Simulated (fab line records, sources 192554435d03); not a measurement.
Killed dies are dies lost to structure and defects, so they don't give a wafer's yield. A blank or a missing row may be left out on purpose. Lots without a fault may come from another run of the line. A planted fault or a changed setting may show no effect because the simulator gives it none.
Chamber matching | flow n5_finfet | N5_MIM_TOP_ETCH_STRIP_01 on rie_diel-03: 4 sister chambers
The step strips in O2. 8 wafers are shown with their chamber, then 7 later ones without.

WAFERS WITH THEIR CHAMBER
wafer  | chamber | showerhead_plenum_p_Torr (Torr) | drypump_motor_current_A (A)
L122.3 | 0       | 2.22                            | 5.2
L130.2 | 0       | 2.22                            | 5.3
L130.6 | 1       | 2.19                            | 5.9
L133.2 | 2       | 1.98                            | 5.2
L133.5 | 2       | 1.97                            | 5.2
L133.6 | 1       | 2.18                            | 6.0
L129.1 | 3       | 2.14                            | 5.9
L129.5 | 3       | 2.13                            | 5.9

WAFERS WITHOUT THEIR CHAMBER
wafer  | showerhead_plenum_p_Torr (Torr) | drypump_motor_current_A (A)
L129.6 | 2.21                            | 5.2
L134.3 | 2.18                            | 6.0
L134.4 | 2.21                            | 5.3
L134.5 | 1.97                            | 5.2
L137.2 | 2.18                            | 6.0
L137.5 | 2.21                            | 5.3
L137.6 | 2.13                            | 5.9

WHICH CHAMBER EACH WENT THROUGH
wafer  | from the rows above | in truth
L129.6 | 0                   | 0
L134.3 | 1                   | 1
L134.4 | 0                   | 0
L134.5 | 2                   | 2
L137.2 | 1                   | 1
L137.5 | 0                   | 0
L137.6 | 3                   | 3
Placed correctly: 7 of 7. Can't be placed from these rows: 0. Placed wrongly: 0.
How it was worked out, from the rows above alone: a wafer's distance from a chamber is the root of the sum, over the readings, of the square of ((its reading less the chamber's mean) divided by the reading's scatter). The wafer belongs to the nearest chamber; if the next one is less than 2 further off, it can't be placed. A chamber's mean is the mean of its shown wafers. The scatter: the root of (the sum of the squares of (reading less its chamber's mean) over the shown wafers, divided by (wafers less chambers)).
